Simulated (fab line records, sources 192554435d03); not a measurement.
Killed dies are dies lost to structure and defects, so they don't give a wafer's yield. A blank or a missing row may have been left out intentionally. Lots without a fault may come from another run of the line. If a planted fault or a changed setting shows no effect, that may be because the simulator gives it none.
What tool caused it? | flow n5-finfet | 9 lots with 27 wafers sampled at 5 steps, on a route of 1938 steps

== WHAT THE GAUGES READ, wafer by wafer ==
N5_BEOL_M4_RC_MEAS_101.
lot  | measured     | on        | RC_N (ohm.um)
L262 | day 8 04:54  | prober-01 | 15.6 15.4 15.7
L267 | day 9 05:35  | prober-01 | 15.3 15.6 15.6
L273 | day 11 10:02 | prober-02 | 31.6 31.4 31.6
L274 | day 11 10:28 | prober-01 | 32.8 32.1 32.7
L277 | day 12 01:50 | prober-01 | 15.4 15.9 15.5
L280 | day 13 00:23 | prober-01 | 14.8 14.9 15.4
L281 | day 13 21:21 | prober-02 | 15.4 15.4 15.2
L283 | day 13 21:41 | prober-01 | 15.2 15.3 15.8
L284 | day 14 04:16 | prober-02 | 15.2 15.1 15.7

== TOOL THAT RAN EACH LOT (tool first, then ch and the chambers of the sampled wafers, then the start) ==
lot  | N5_MOL_CONTACT_COAG_ETCH_59        | N5_MOL_CONTACT_COAG_IMPLANT_129 | N5_MOL_CONTACT_COAG_TI_SIL_19 | N5_MOL_CONTACT_COAG_CO_FILL_22
L262 | rie-diel-01 ch 2,3, day 5 04:50    | implanter-02 ch 0, day 5 05:14  | pvd-sputter-01, day 5 07:01   | cvd-co-02 ch 0,2, day 5 08:26
L267 | rie-diel-06 ch 1,2,3, day 6 07:46  | implanter-02 ch 0, day 6 08:11  | pvd-sputter-03, day 6 08:35   | cvd-co-01 ch 0,2, day 6 13:38
L273 | rie-diel-01 ch 2,3, day 7 17:20    | implanter-01, day 7 17:44       | pvd-sputter-02, day 7 18:11   | cvd-co-01 ch 1,2, day 7 19:31
L274 | rie-diel-05 ch 0,1,2, day 7 22:17  | implanter-02, day 7 22:42       | pvd-sputter-03, day 8 00:06   | cvd-co-01 ch 0,2, day 8 01:32
L277 | rie-diel-01 ch 1,2,3, day 8 23:32  | implanter-01 ch 0, day 8 23:56  | pvd-sputter-02, day 9 00:32   | cvd-co-02 ch 0,1, day 9 01:53
L280 | rie-diel-06 ch 0,2,3, day 9 14:07  | implanter-01 ch 0, day 9 14:31  | pvd-sputter-03, day 9 15:42   | cvd-co-02 ch 0,2, day 9 17:04
L281 | rie-diel-05 ch 0,1, day 10 01:07   | implanter-02 ch 0, day 10 01:30 | pvd-sputter-02, day 10 02:12  | cvd-co-01 ch 0,1, day 10 04:03
L283 | rie-diel-01 ch 0,1,2, day 10 05:57 | implanter-01 ch 0, day 10 06:20 | pvd-sputter-02, day 10 07:02  | cvd-co-02 ch 0,1, day 10 08:59
L284 | rie-diel-06 ch 0,2, day 10 10:47   | implanter-02 ch 0, day 10 11:10 | pvd-sputter-03, day 10 11:54  | cvd-co-01 ch 0,2, day 10 13:11
- N5_MOL_CONTACT_COAG_ETCH_59: etches underlayer in N2/H2, target depth 13 nm, time 10.4 s.
- N5_MOL_CONTACT_COAG_IMPLANT_129
- N5_MOL_CONTACT_COAG_TI_SIL_19: material Ti, target thk 4.2 nm, time 15 s.
- N5_MOL_CONTACT_COAG_CO_FILL_22: material Co, precursor CCTBA/H2, target thk 20 nm.

== THE ANSWER, worked out from the rows above alone ==
Rule: the lots themselves supply what counts as usual. The widest of any qualifying gaps counts: lots, ordered by their means at a reading, are off when they make up no more than a third of the lots, leave a main group of 4 or more, and stand apart from it by 3 or more times the standard deviation of that group's means. The tables above print the reading to a certain number of digits; a main group whose means all agree to those digits is not used. Also off: a lot with no number at a reading for which 4 or more lots have one. Where the step has rows for the other lots, those lots are counted as sound.
Off: L273, L274, seen at N5_BEOL_M4_RC_MEAS_101 (RC_N). The main group: mean 15.4 ohm.um, standard deviation 0.18.
If a tool, at a process step before that reading, ran all the lots that are off and no sound lot after the first of them, it fits. Those tools and the gauges at N5_BEOL_M4_RC_MEAS_101 are tried in the same way. Not one of the candidates tried fits.

== WHAT THE SIMULATOR HAD PUT IN ==
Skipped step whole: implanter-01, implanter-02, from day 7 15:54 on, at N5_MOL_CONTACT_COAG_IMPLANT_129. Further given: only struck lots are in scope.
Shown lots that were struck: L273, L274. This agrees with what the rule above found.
